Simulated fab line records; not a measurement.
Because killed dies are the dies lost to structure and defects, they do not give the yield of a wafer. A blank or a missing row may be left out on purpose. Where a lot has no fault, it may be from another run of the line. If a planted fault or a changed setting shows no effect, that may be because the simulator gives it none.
Chamber matching / flow nand_harc / rie_diel-07 running NHARC_A_CONTACT_ETCH_90: 4 sister chambers
The step etches the open film in CH3F/O2, target depth 40 nm, time 85.7 s. 8 wafers are shown with their chamber, then 7 later ones without.

## EACH WAFER AND ITS CHAMBER
wafer=L079.1; chamber=3; showerhead_plenum_p_Torr (Torr)=2.42; drypump_motor_current_A (A)=5.2
wafer=L081.6; chamber=0; showerhead_plenum_p_Torr (Torr)=2.61; drypump_motor_current_A (A)=5.9
wafer=L082.3; chamber=0; showerhead_plenum_p_Torr (Torr)=2.61; drypump_motor_current_A (A)=5.8
wafer=L082.6; chamber=2; showerhead_plenum_p_Torr (Torr)=2.46; drypump_motor_current_A (A)=5.9
wafer=L088.2; chamber=3; showerhead_plenum_p_Torr (Torr)=2.41; drypump_motor_current_A (A)=5.2
wafer=L088.3; chamber=2; showerhead_plenum_p_Torr (Torr)=2.46; drypump_motor_current_A (A)=5.9
wafer=L092.4; chamber=1; showerhead_plenum_p_Torr (Torr)=2.42; drypump_motor_current_A (A)=5.6
wafer=L092.5; chamber=1; showerhead_plenum_p_Torr (Torr)=2.41; drypump_motor_current_A (A)=5.6

## WAFERS WHOSE CHAMBER IS MISSING
wafer=L092.6; showerhead_plenum_p_Torr (Torr)=2.60; drypump_motor_current_A (A)=5.8
wafer=L093.1; showerhead_plenum_p_Torr (Torr)=2.45; drypump_motor_current_A (A)=5.9
wafer=L093.3; showerhead_plenum_p_Torr (Torr)=2.41; drypump_motor_current_A (A)=5.6
wafer=L093.4; showerhead_plenum_p_Torr (Torr)=2.60; drypump_motor_current_A (A)=5.8
wafer=L097.1; showerhead_plenum_p_Torr (Torr)=2.59; drypump_motor_current_A (A)=5.9
wafer=L097.2; showerhead_plenum_p_Torr (Torr)=2.40; drypump_motor_current_A (A)=5.3
wafer=L097.4; showerhead_plenum_p_Torr (Torr)=2.45; drypump_motor_current_A (A)=6.0

## THE CHAMBER EACH PASSED THROUGH
wafer=L092.6; from the rows above=0; in truth=0
wafer=L093.1; from the rows above=2; in truth=2
wafer=L093.3; from the rows above=1; in truth=1
wafer=L093.4; from the rows above=0; in truth=0
wafer=L097.1; from the rows above=0; in truth=0
wafer=L097.2; from the rows above=3; in truth=3
wafer=L097.4; from the rows above=2; in truth=2
Correct placement for 7 of the 7. Can't be placed from these rows: 0. Number placed wrongly: 0.
How it was worked out, from the rows above alone: a wafer's distance from a chamber is the root of the sum, over the readings, of the square of ((its reading less the chamber's mean) divided by the reading's scatter). The wafer belongs to the nearest chamber; if the next one is less than 2 further off, it can't be placed. The mean given for a chamber averages the wafers shown for that chamber. How the scatter is found: for the shown wafers, subtract from each reading the mean of its chamber, square and add these, divide the total by (wafers less chambers), then take the root.
